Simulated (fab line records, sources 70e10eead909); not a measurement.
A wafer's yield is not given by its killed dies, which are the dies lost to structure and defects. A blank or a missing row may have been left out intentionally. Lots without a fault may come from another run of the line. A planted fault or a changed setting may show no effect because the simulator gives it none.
fab line records	flow nand_harc
record lots=7	wafers=21	last_day=24
route steps=1159 shown A_STAIRCASE@549 END@1159
lots that met no fault: taken from a fault-free run of the same line
start_h: hours from the record's first day to the start of the lot's first wafer shown	wait_h: hours elapsed since this lot's preceding step	" same as the row above	L1.1+2: a row that stands for several wafers	- value missing, or start not given	* or withheld: withheld	< > ~ a bound
route shown NAME@n: NAME is a module with steps in the file, n the number in the route of the first one	usual: average and standard deviation across the fault-free wafers	same: alike in all rows	chamber/n: place in a boat	sites: the reading at each site	_std_site: their standard deviation	_edge_site: outer sites' mean less inner sites'	radius_mm: for every site, how far away it sits from the centre of the wafer	mask NAME#n: copy n	behind: the last tool/chamber to shape the wafer	hold: reason for holding the lot/hours on hold/outcome of the hold	device: which transistor (n, p or np) failed to switch	end of line: tests of these same wafers at the route's end	a step without rows: its recipe alone	killed: the dies lost at the first sort to structure and to defects; this is not the yield of the wafer	map: a wafer's dies, marking killed ones x, the rest . and places with no die _
set.NAME: the setting that was run; set.NAME@STEP: the one run at that earlier step	model.NAME: the simulator's own value behind a step, which no gauge read
a table for each step, a row for each wafer; lots at some steps of the route
services: from which hour (start_h, from the record's first day; less than 0 if before it) a tool's chamber was out of use, for how many hours, and why
## steps
# step NHARC_A_STAIRCASE_ETCH_13
# recipe target_depth_a=1000	time_s=40.5	ion_energy_ev=400	c4f8_flow_sccm=20	o2_flow_sccm=10	ar_flow_sccm=withheld	rf_w=600	bias_w=1000	chemistry=C4F8/O2
# step NHARC_A_STAIRCASE_TRIM_14
# recipe time_s=211.2	o2_flow_sccm=500	ar_flow_sccm=0	bias_w=0	chemistry=O2
# step NHARC_A_STAIRCASE_ETCH_15
# recipe target_depth_a=1000	time_s=40.5	ion_energy_ev=400	c4f8_flow_sccm=20	o2_flow_sccm=10	ar_flow_sccm=withheld	rf_w=600	bias_w=1000	chemistry=C4F8/O2
# step NHARC_A_STAIRCASE_TRIM_16
# recipe time_s=211.2	o2_flow_sccm=500	ar_flow_sccm=0	bias_w=0	chemistry=O2
# usual chamber_pressure_mTorr=60.00/0.063	drypump_motor_current_A=5.7/0.59	oes_product_au=0.999/0.007	rf_vpp_V=57.8/0.98	showerhead_plenum_p_Torr=3.57/0.16	throttle_valve_pct=17.036/0.0094
# same bias_w=0
lot.wafer	tool	chamber	start_h	wait_h	chamber_pressure_mTorr	drypump_motor_current_A	oes_product_au	rf_hours_counter_h	rf_vpp_V	showerhead_plenum_p_Torr	throttle_valve_pct
L597.2	rie_diel-02	3	-	-	59.95	5.4	0.994	29	56.5	3.30	17.031
L597.3	"	1	"	"	60.02	5.3	1.001	28	57.7	3.63	17.039
L597.5	"	3	"	"	60.02	5.4	0.993	-	58.4	3.30	17.043
L607.1	rie_diel-08	2	-	-	59.90	6.3	0.987	69	57.5	3.32	17.022
L607.3	"	0	"	"	60.05	6.0	0.981	65	58.6	3.65	17.034
L607.6	"	2	"	"	59.98	6.3	1.001	-	56.8	3.32	17.033
L608.2	rie_diel-02	1	-	-	59.98	5.3	1.004	54	58.4	3.62	17.046
L608.3	"	2	"	"	60.06	6.3	0.995	43	58.3	3.56	17.020
L608.4	"	3	"	"	59.95	5.4	1.000	53	56.9	3.28	17.037
L609.3	rie_diel-08	2	-	-	60.02	6.3	0.999	0	56.1	3.31	17.050
L609.6	"	3	"	"	59.97	6.4	1.000	-	59.4	3.62	17.021
L609.5	"	0	"	"	60.00	6.0	0.991	-	57.2	3.65	17.029
L617.2	rie_diel-07	1	-	-	60.01	4.8	0.991	44	56.8	3.56	17.041
L617.4	"	2	"	"	59.99	5.1	0.991	45	58.2	3.54	17.041
L617.1	"	0	"	"	59.99	4.8	1.004	42	58.5	3.78	17.027
L618.4	rie_diel-07	1	-	-	59.98	4.8	0.991	45	57.7	3.56	17.038
L618.1	"	0	"	"	60.04	4.7	1.000	43	57.7	3.78	17.040
L618.6	"	1	"	"	59.97	4.8	0.991	-	56.7	3.56	17.025
L619.3	rie_diel-02	0	-	-	59.98	5.7	1.002	8	59.2	3.77	17.061
L619.5	"	1	"	"	59.94	5.3	1.011	-	58.4	3.61	17.029
L619.6	"	2	"	"	60.02	6.3	0.994	-	58.7	3.55	17.057
# step NHARC_A_STAIRCASE_ETCH_17
# recipe target_depth_a=1000	time_s=40.5	ion_energy_ev=400	c4f8_flow_sccm=20	o2_flow_sccm=10	ar_flow_sccm=withheld	rf_w=600	bias_w=1000	chemistry=C4F8/O2
# step NHARC_A_STAIRCASE_TRIM_18
# recipe time_s=211.2	o2_flow_sccm=500	ar_flow_sccm=0	bias_w=0	chemistry=O2
# step NHARC_A_STAIRCASE_ETCH_19
# recipe target_depth_a=1000	time_s=40.5	ion_energy_ev=400	c4f8_flow_sccm=20	o2_flow_sccm=10	ar_flow_sccm=withheld	rf_w=600	bias_w=1000	chemistry=C4F8/O2
# usual oes_product_au=0.940/0.0095	rf_vpp_V=897/6
lot.wafer	tool	chamber	start_h	wait_h	oes_product_au	rf_hours_counter_h	rf_vpp_V
L597.2	rie_diel-02	3	-	-	0.941	30	888
L597.3	"	0	"	"	0.938	29	905
L597.5	"	2	"	"	0.956	-	896
L607.1	rie_diel-08	2	-	-	0.946	69	890
L607.3	"	3	"	"	0.938	60	900
L607.6	"	2	"	"	0.952	-	888
L608.4	rie_diel-02	2	-	-	0.930	43	897
L608.2	"	0	"	"	0.954	54	905
L608.3	"	1	"	"	0.949	54	899
L609.3	rie_diel-08	1	-	-	0.943	1	898
L609.6	"	1	"	"	0.941	-	899
L609.5	"	2	"	"	0.947	-	889
L617.2	rie_diel-07	1	-	-	0.923	45	898
L617.4	"	2	"	"	0.923	45	896
L617.1	"	3	"	"	0.933	43	887
L618.4	rie_diel-07	0	-	-	0.938	44	904
L618.1	"	1	"	"	0.923	46	897
L618.6	"	2	"	"	0.941	-	896
L619.3	rie_diel-02	3	-	-	0.950	8	907
L619.6	"	0	"	"	0.946	-	904
L619.5	"	1	"	"	0.948	-	898
# step NHARC_A_STAIRCASE_TRIM_20
# recipe time_s=211.2	o2_flow_sccm=500	ar_flow_sccm=0	bias_w=0	chemistry=O2
# usual chamber_pressure_mTorr=60.00/0.052	drypump_motor_current_A=5.6/0.52	oes_product_au=0.999/0.0084	rf_vpp_V=58.0/0.9	showerhead_plenum_p_Torr=3.58/0.17	throttle_valve_pct=17.037/0.0091
# same bias_w=0
lot.wafer	tool	chamber	start_h	wait_h	chamber_pressure_mTorr	drypump_motor_current_A	oes_product_au	rf_hours_counter_h	rf_vpp_V	showerhead_plenum_p_Torr	throttle_valve_pct
L597.2	rie_diel-08	1	235.90	0.1	59.94	6.5	1.007	26	57.8	3.62	17.031
L597.3	"	2	"	"	60.04	6.3	1.003	45	57.3	3.33	17.031
L597.5	"	0	"	"	60.05	6.0	0.993	-	58.4	3.66	17.037
L607.1	rie_diel-02	3	296.87	0.1	59.94	5.4	0.988	53	58.3	3.28	17.035
L607.3	"	2	"	"	59.85	6.2	0.998	42	58.3	3.56	17.039
L607.6	"	0	"	"	60.00	5.7	0.990	-	59.0	3.78	17.031
L608.3	rie_diel-02	3	300.67	0.1	60.04	5.4	0.998	53	58.8	3.28	17.025
L608.2	"	0	"	"	59.99	5.7	0.993	54	58.8	3.78	17.053
L608.4	"	1	"	"	59.89	5.3	1.008	54	59.6	3.62	17.039
L609.3	rie_diel-08	3	312.73	0.1	60.01	6.3	1.005	1	57.4	3.62	17.032
L609.5	"	0	"	"	60.01	5.9	0.999	-	59.3	3.65	17.049
L609.6	"	1	"	"	59.98	6.5	1.001	-	58.4	3.61	17.048
L617.1	rie_diel-08	1	356.29	0.1	60.14	6.4	1.007	19	59.2	3.60	17.045
L617.2	"	2	"	"	60.00	6.3	1.009	22	56.5	3.30	17.051
L617.4	"	0	"	"	59.98	6.0	1.011	17	57.9	3.64	17.052
L618.4	rie_diel-02	2	359.79	0.1	60.05	6.3	1.001	6	56.6	3.56	17.039
L618.1	"	0	"	"	59.89	5.7	0.992	7	58.4	3.77	17.040
L618.6	"	1	"	"	59.94	5.3	0.997	-	56.6	3.61	17.036
L619.3	rie_diel-02	1	366.65	0.1	60.07	5.3	0.994	10	58.4	3.61	17.026
L619.5	"	1	"	"	59.98	5.3	0.988	-	57.8	3.61	17.036
L619.6	"	2	"	"	59.97	6.3	0.994	-	59.2	3.55	17.020
# step NHARC_A_STAIRCASE_ETCH_21
# recipe target_depth_a=1000	time_s=40.5	ion_energy_ev=400	c4f8_flow_sccm=20	o2_flow_sccm=10	ar_flow_sccm=withheld	rf_w=600	bias_w=1000	chemistry=C4F8/O2
# step NHARC_A_STAIRCASE_TRIM_22
# recipe time_s=211.2	o2_flow_sccm=500	ar_flow_sccm=0	bias_w=0	chemistry=O2
# usual chamber_pressure_mTorr=60.00/0.057	drypump_motor_current_A=5.7/0.54	oes_product_au=1.000/0.0076	rf_vpp_V=58.0/1	showerhead_plenum_p_Torr=3.57/0.17	throttle_valve_pct=17.036/0.0089
# same bias_w=0
lot.wafer	tool	chamber	start_h	wait_h	chamber_pressure_mTorr	drypump_motor_current_A	oes_product_au	rf_hours_counter_h	rf_vpp_V	showerhead_plenum_p_Torr	throttle_valve_pct
L597.3	rie_diel-08	3	-	-	60.05	6.3	1.007	34	58.7	3.64	17.030
L597.2	"	0	"	"	60.06	6.0	0.989	42	58.3	3.66	17.033
L597.5	"	3	"	"	59.94	6.4	1.015	-	58.1	3.64	17.042
L607.1	rie_diel-02	3	-	-	60.03	5.4	1.001	53	56.8	3.28	17.056
L607.3	"	1	"	"	59.97	5.3	1.005	53	57.3	3.62	17.027
L607.6	"	3	"	"	59.95	5.4	0.994	-	58.1	3.28	17.052
L608.3	rie_diel-02	2	-	-	60.03	6.2	1.001	43	56.7	3.56	17.046
L608.4	"	3	"	"	60.04	5.4	0.993	54	57.5	3.28	17.051
L608.2	"	0	"	"	60.03	5.8	0.994	54	58.7	3.78	17.035
L609.3	rie_diel-08	2	-	-	60.03	6.3	0.998	1	58.2	3.31	17.037
L609.5	"	0	"	"	59.98	6.0	1.002	-	58.2	3.65	17.044
L609.6	"	1	"	"	59.98	6.4	1.010	-	57.6	3.61	17.036
L617.1	rie_diel-08	3	-	-	60.06	6.4	1.013	20	58.7	3.61	17.031
L617.4	"	0	"	"	60.06	6.0	0.995	17	59.0	3.64	17.039
L617.2	"	1	"	"	60.01	6.5	1.005	19	58.7	3.60	17.039
L618.1	rie_diel-02	2	-	-	59.99	6.3	0.990	6	58.1	3.56	17.029
L618.4	"	3	"	"	59.89	5.4	0.999	5	57.3	3.81	17.034
L618.6	"	2	"	"	59.98	6.3	0.988	-	57.8	3.55	17.038
L619.3	rie_diel-02	3	-	-	59.97	5.4	1.012	8	59.4	3.80	17.027
L619.5	"	3	"	"	59.97	5.4	1.003	-	59.0	3.80	17.039
L619.6	"	0	"	"	60.03	5.7	0.996	-	59.0	3.77	17.029
# step NHARC_A_STAIRCASE_ETCH_23
# recipe target_depth_a=1000	time_s=40.5	ion_energy_ev=400	c4f8_flow_sccm=20	o2_flow_sccm=10	ar_flow_sccm=withheld	rf_w=600	bias_w=1000	chemistry=C4F8/O2
# step NHARC_A_STAIRCASE_TRIM_24
# recipe time_s=211.2	o2_flow_sccm=500	ar_flow_sccm=0	bias_w=0	chemistry=O2
# usual bias_w=0/0	chamber_pressure_mTorr=60.01/0.059	drypump_motor_current_A=5.7/0.53	oes_product_au=1.000/0.0074	rf_vpp_V=57.9/1	showerhead_plenum_p_Torr=3.57/0.16	throttle_valve_pct=17.037/0.0081
lot.wafer	tool	chamber	start_h	wait_h	bias_w	chamber_pressure_mTorr	drypump_motor_current_A	oes_product_au	rf_hours_counter_h	rf_vpp_V	showerhead_plenum_p_Torr	throttle_valve_pct
L597.3	rie_diel-08	3	236.40	-	0	59.95	6.3	1.016	34	57.8	3.64	17.036
L597.2	"	0	"	"	0	60.03	6.0	0.992	43	58.0	3.66	17.027
L597.5	"	3	"	"	0	60.01	6.4	1.019	-	58.0	3.64	17.041
L607.3	rie_diel-02	3	297.44	-	-	-	-	-	-	-	-	-
L607.1	"	0	"	"	-	-	-	-	-	-	-	-
L607.6	"	1	"	"	-	-	-	-	-	-	-	-
L608.2	rie_diel-02	1	301.17	-	-	-	-	-	-	-	-	-
L608.4	"	3	"	"	-	-	-	-	-	-	-	-
L608.3	"	0	"	"	-	-	-	-	-	-	-	-
L609.3	rie_diel-08	1	313.18	-	-	-	-	-	-	-	-	-
L609.6	"	0	"	"	-	-	-	-	-	-	-	-
L609.5	"	1	"	"	-	-	-	-	-	-	-	-
L617.4	rie_diel-08	0	356.79	-	0	60.00	6.0	1.001	18	59.2	3.64	17.050
L617.2	"	1	"	"	0	60.08	6.5	0.997	20	58.0	3.60	17.034
L617.1	"	2	"	"	0	60.11	6.3	1.004	22	57.5	3.30	17.035
L618.4	rie_diel-02	3	360.41	-	0	60.04	5.4	1.007	5	58.4	3.80	17.029
L618.1	"	2	"	"	0	60.02	6.3	0.992	6	59.6	3.56	17.042
L618.6	"	3	"	"	0	59.97	5.4	0.999	-	58.3	3.81	17.044
L619.3	rie_diel-02	0	367.15	-	0	60.01	5.7	0.992	9	58.0	3.77	17.031
L619.6	"	0	"	"	0	60.00	5.7	1.001	-	58.0	3.76	17.030
L619.5	"	1	"	"	0	60.01	5.3	1.001	-	59.2	3.61	17.050
# step NHARC_A_STAIRCASE_ETCH_25
# recipe target_depth_a=1000	time_s=40.5	ion_energy_ev=400	c4f8_flow_sccm=20	o2_flow_sccm=10	ar_flow_sccm=withheld	rf_w=600	bias_w=1000	chemistry=C4F8/O2
# usual oes_product_au=0.940/0.011	rf_vpp_V=898/6.1
lot.wafer	tool	chamber	start_h	wait_h	oes_product_au	rf_hours_counter_h	rf_vpp_V
L597.2	rie_diel-08	2	-	-	0.936	45	888
L597.3	"	1	"	"	0.936	27	900
L597.5	"	3	"	"	0.938	-	899
L607.3	rie_diel-02	2	-	-	0.955	42	898
L607.1	"	3	"	"	0.964	53	889
L607.6	"	2	"	"	0.947	-	898
L608.2	rie_diel-02	0	-	-	0.955	54	905
L608.4	"	1	"	"	0.943	54	899
L608.3	"	3	"	"	0.958	54	886
L609.3	rie_diel-08	0	-	-	0.933	1	899
L609.5	"	0	"	"	0.932	-	899
L609.6	"	1	"	"	0.941	-	898
L617.1	rie_diel-08	2	-	-	0.950	22	886
L617.4	"	0	"	"	0.945	18	901
L617.2	"	1	"	"	0.937	20	897
L618.1	rie_diel-02	2	-	-	0.934	7	898
L618.4	"	3	"	"	0.944	5	905
L618.6	"	2	"	"	0.935	-	895
L619.3	rie_diel-02	0	-	-	0.938	9	906
L619.6	"	2	"	"	0.944	-	899
L619.5	"	3	"	"	0.952	-	906
# step NHARC_END_SORT_01
# recipe temp_c=25
# usual killed_at_array=26/9.9	killed_at_other=0.8/1	killed_at_periphery=2.8/2.2	killed_dies=29/9.9	killed_open=3.2/1.8	killed_short=2.1/1.4
# same gross_dies=677
lot.wafer	tool	chamber	start_h	wait_h	killed_at_array	killed_at_other	killed_at_periphery	killed_dies	killed_open	killed_short
L607.1	prober-01	0	504.34	2.5	676	0	1	677	1	3
L607.3	prober-01	0	505.93	3.1	674	0	3	677	2	2
L607.6	prober-01	0	508.32	4.0	674	0	3	677	5	3
L608.2	prober-02	0	505.25	2.8	672	1	4	677	5	4
L608.3	prober-02	0	506.05	3.1	677	0	0	677	3	0
L608.4	prober-02	0	506.85	3.4	676	0	1	677	1	1
L609.3	prober-02	0	519.05	3.1	675	0	2	677	4	1
L609.5	prober-02	0	520.65	3.7	676	0	1	677	4	1
L609.6	prober-02	0	521.44	4.0	675	0	2	677	3	3
# killed by level:class
L607.1 A_STAIRCASE:area_trim=660 A_CHANNEL_HOLE_D1:chamber_film_flake=7 A_STAIRCASE:chamber_film_flake=3 A_CONTACT:chamber_film_flake=2 P_CONTACT:geometric_particle:short=1 A_CHANNEL_FILL_D1:geometric_particle:short=1 A_WL_FILL:geometric_particle:short=1 A_CONTACT:geometric_particle:open=1
L608.2 A_STAIRCASE:area_trim=641 A_CHANNEL_HOLE_D1:chamber_film_flake=10 A_SLIT:chamber_film_flake=7 A_WL_FILL:chamber_film_flake=4 A_ONON_D1:geometric_particle:short=2 P_ZERO_WELL:chamber_film_flake=2 A_STAIRCASE:chamber_film_flake=2 P_M0:geometric_particle:open=1
L607.3 A_STAIRCASE:area_trim=665 A_CHANNEL_HOLE_D1:chamber_film_flake=4 A_CONTACT:chamber_film_flake=2 P_GATE:geometric_particle:open=1 P_CONTACT:geometric_particle:open=1 P_M1:geometric_particle:short=1 A_ONON_D1:geometric_particle:short=1 A_ZERO_WELL:chamber_film_flake=1
L608.3 A_STAIRCASE:area_trim=644 A_SLIT:chamber_film_flake=13 A_CHANNEL_HOLE_D1:chamber_film_flake=10 A_STAIRCASE:chamber_film_flake=3 A_CONTACT:chamber_film_flake=2 A_STAIRCASE:geometric_particle:open=1 A_CONTACT:geometric_particle:open=1 A_BLC:geometric_particle:open=1
L608.4 A_STAIRCASE:area_trim=645 A_CHANNEL_HOLE_D1:chamber_film_flake=13 A_STAIRCASE:chamber_film_flake=5 A_SLIT:chamber_film_flake=5 A_CONTACT:chamber_film_flake=3 A_ZERO_WELL:chamber_film_flake=2 A_CHANNEL_FILL_D1:geometric_particle:open=1 A_SGD_CUT:geometric_particle:short=1
L607.6 A_STAIRCASE:area_trim=659 A_CHANNEL_HOLE_D1:chamber_film_flake=4 A_CONTACT:chamber_film_flake=4 P_CONTACT:geometric_particle:open=2 A_STAIRCASE:chamber_film_flake=2 P_CONTACT:geometric_particle:short=1 A_CHANNEL_HOLE_D1:geometric_particle:short=1 A_CHANNEL_FILL_D1:geometric_particle:short=1
L609.3 A_STAIRCASE:area_trim=646 A_STAIRCASE:chamber_film_flake=8 A_M1:chamber_film_flake=6 A_SLIT:chamber_film_flake=6 A_CHANNEL_HOLE_D1:chamber_film_flake=5 P_CONTACT:geometric_particle:open=2 A_M0:geometric_particle:open=2 A_ONON_D1:geometric_particle:short=1
L609.5 A_STAIRCASE:area_trim=657 A_CHANNEL_HOLE_D1:chamber_film_flake=5 A_SLIT:chamber_film_flake=5 A_CONTACT:chamber_film_flake=3 A_CHANNEL_FILL_D1:geometric_particle:open=1 A_WL_FILL:geometric_particle:open=1 A_CONTACT:geometric_particle:open=1 A_BLC:geometric_particle:open=1
L609.6 A_STAIRCASE:area_trim=643 A_CHANNEL_HOLE_D1:chamber_film_flake=9 A_STAIRCASE:chamber_film_flake=4 A_SLIT:chamber_film_flake=4 A_CONTACT:chamber_film_flake=4 A_M1:chamber_film_flake=4 P_GATE:geometric_particle:short=1 A_CHANNEL_HOLE_D1:geometric_particle:open=1
# map L607.1 (x killed, . not)
____________x____________
_________xxxxxxx_________
_______xxxxxxxxxxx_______
______xxxxxxxxxxxxx______
_____xxxxxxxxxxxxxxx_____
____xxxxxxxxxxxxxxxxx____
____xxxxxxxxxxxxxxxxx____
___xxxxxxxxxxxxxxxxxxx___
___xxxxxxxxxxxxxxxxxxx___
__xxxxxxxxxxxxxxxxxxxxx__
__xxxxxxxxxxxxxxxxxxxxx__
_xxxxxxxxxxxxxxxxxxxxxxx_
_xxxxxxxxxxxxxxxxxxxxxxx_
_xxxxxxxxxxxxxxxxxxxxxxx_
_xxxxxxxxxxxxxxxxxxxxxxx_
_xxxxxxxxxxxxxxxxxxxxxxx_
xxxxxxxxxxxxxxxxxxxxxxxxx
xxxxxxxxxxxxxxxxxxxxxxxxx
xxxxxxxxxxxxxxxxxxxxxxxxx
xxxxxxxxxxxxxxxxxxxxxxxxx
xxxxxxxxxxxxxxxxxxxxxxxxx
_xxxxxxxxxxxxxxxxxxxxxxx_
_xxxxxxxxxxxxxxxxxxxxxxx_
_xxxxxxxxxxxxxxxxxxxxxxx_
_xxxxxxxxxxxxxxxxxxxxxxx_
_xxxxxxxxxxxxxxxxxxxxxxx_
__xxxxxxxxxxxxxxxxxxxxx__
__xxxxxxxxxxxxxxxxxxxxx__
___xxxxxxxxxxxxxxxxxxx___
___xxxxxxxxxxxxxxxxxxx___
____xxxxxxxxxxxxxxxxx____
____xxxxxxxxxxxxxxxxx____
_____xxxxxxxxxxxxxxx_____
______xxxxxxxxxxxxx______
_______xxxxxxxxxxx_______
_________xxxxxxx_________
____________x____________
# map L608.2 (x killed, . not)
____________x____________
_________xxxxxxx_________
_______xxxxxxxxxxx_______
______xxxxxxxxxxxxx______
_____xxxxxxxxxxxxxxx_____
____xxxxxxxxxxxxxxxxx____
____xxxxxxxxxxxxxxxxx____
___xxxxxxxxxxxxxxxxxxx___
___xxxxxxxxxxxxxxxxxxx___
__xxxxxxxxxxxxxxxxxxxxx__
__xxxxxxxxxxxxxxxxxxxxx__
_xxxxxxxxxxxxxxxxxxxxxxx_
_xxxxxxxxxxxxxxxxxxxxxxx_
_xxxxxxxxxxxxxxxxxxxxxxx_
_xxxxxxxxxxxxxxxxxxxxxxx_
_xxxxxxxxxxxxxxxxxxxxxxx_
xxxxxxxxxxxxxxxxxxxxxxxxx
xxxxxxxxxxxxxxxxxxxxxxxxx
xxxxxxxxxxxxxxxxxxxxxxxxx
xxxxxxxxxxxxxxxxxxxxxxxxx
xxxxxxxxxxxxxxxxxxxxxxxxx
_xxxxxxxxxxxxxxxxxxxxxxx_
_xxxxxxxxxxxxxxxxxxxxxxx_
_xxxxxxxxxxxxxxxxxxxxxxx_
_xxxxxxxxxxxxxxxxxxxxxxx_
_xxxxxxxxxxxxxxxxxxxxxxx_
__xxxxxxxxxxxxxxxxxxxxx__
__xxxxxxxxxxxxxxxxxxxxx__
___xxxxxxxxxxxxxxxxxxx___
___xxxxxxxxxxxxxxxxxxx___
____xxxxxxxxxxxxxxxxx____
____xxxxxxxxxxxxxxxxx____
_____xxxxxxxxxxxxxxx_____
______xxxxxxxxxxxxx______
_______xxxxxxxxxxx_______
_________xxxxxxx_________
____________x____________
## services
tool	chamber	start_h	hours	kind
rie_diel-07	-	228.33	9.0	pm
rie_diel-02	0	233.31	-	clean
rie_diel-02	1	233.31	-	clean
rie_diel-02	2	233.31	-	clean
rie_diel-02	3	233.31	-	clean
rie_diel-02	2	253.28	25.0	repair
rie_diel-02	0	257.81	-	clean
rie_diel-02	1	257.81	-	clean
rie_diel-02	3	257.81	-	clean
rie_diel-02	0	282.41	-	clean
rie_diel-02	1	282.41	-	clean
rie_diel-02	2	282.41	-	clean
rie_diel-02	3	282.41	-	clean
rie_diel-02	0	306.93	-	clean
rie_diel-02	1	306.93	-	clean
rie_diel-02	2	306.93	-	clean
rie_diel-02	3	306.93	-	clean
rie_diel-02	-	327.77	9.0	pm
rie_diel-02	0	327.77	13.3	vent_cycle
rie_diel-02	1	327.77	9.0	vent_cycle
rie_diel-02	2	327.77	9.0	vent_cycle
rie_diel-02	3	327.77	9.0	vent_cycle
rie_diel-02	1	336.77	-	clean
rie_diel-02	3	338.36	6.1	repair
## key
first_sign step=NHARC_A_STAIRCASE_TRIM_24	reading=tool_record	direction=missing
effect step=NHARC_END_SORT_01	reading=killed_at_array	direction=up	sigmas=66	usual=26	struck=675
more_kills_born_at NHARC_A_STAIRCASE_TRIM_24@rie_diel-02=3916	NHARC_A_STAIRCASE_TRIM_24@rie_diel-08=1946
met_at NHARC_A_STAIRCASE_TRIM_24
struck_wafers L607.1,L607.3,L607.6,L608.2,L608.3,L608.4,L609.3,L609.5,L609.6
later_rows_left_out L607.1,L607.3,L607.6,L608.2,L608.3,L608.4,L609.3,L609.5,L609.6
tester_left_out L607,L608,L609
onset_between 236.40 297.44
fault kind=skipped_step_whole	tool=rie_diel-02,rie_diel-08	chamber=-	onset_h=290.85	steps=NHARC_A_STAIRCASE_TRIM_24	scope=struck_lots_only
# tester_left_out: of these lots the tester's yield and bins aren't shown, on N5 and GAA mostly nor the transistor test; their killed dies are dies lost to structure and defects alone, not to doping, threshold or leakage, so they don't give the yield
# later_rows_left_out: the simulator's readings of these wafers behind a module that went badly wrong aren't trusted and aren't shown, but for the sort
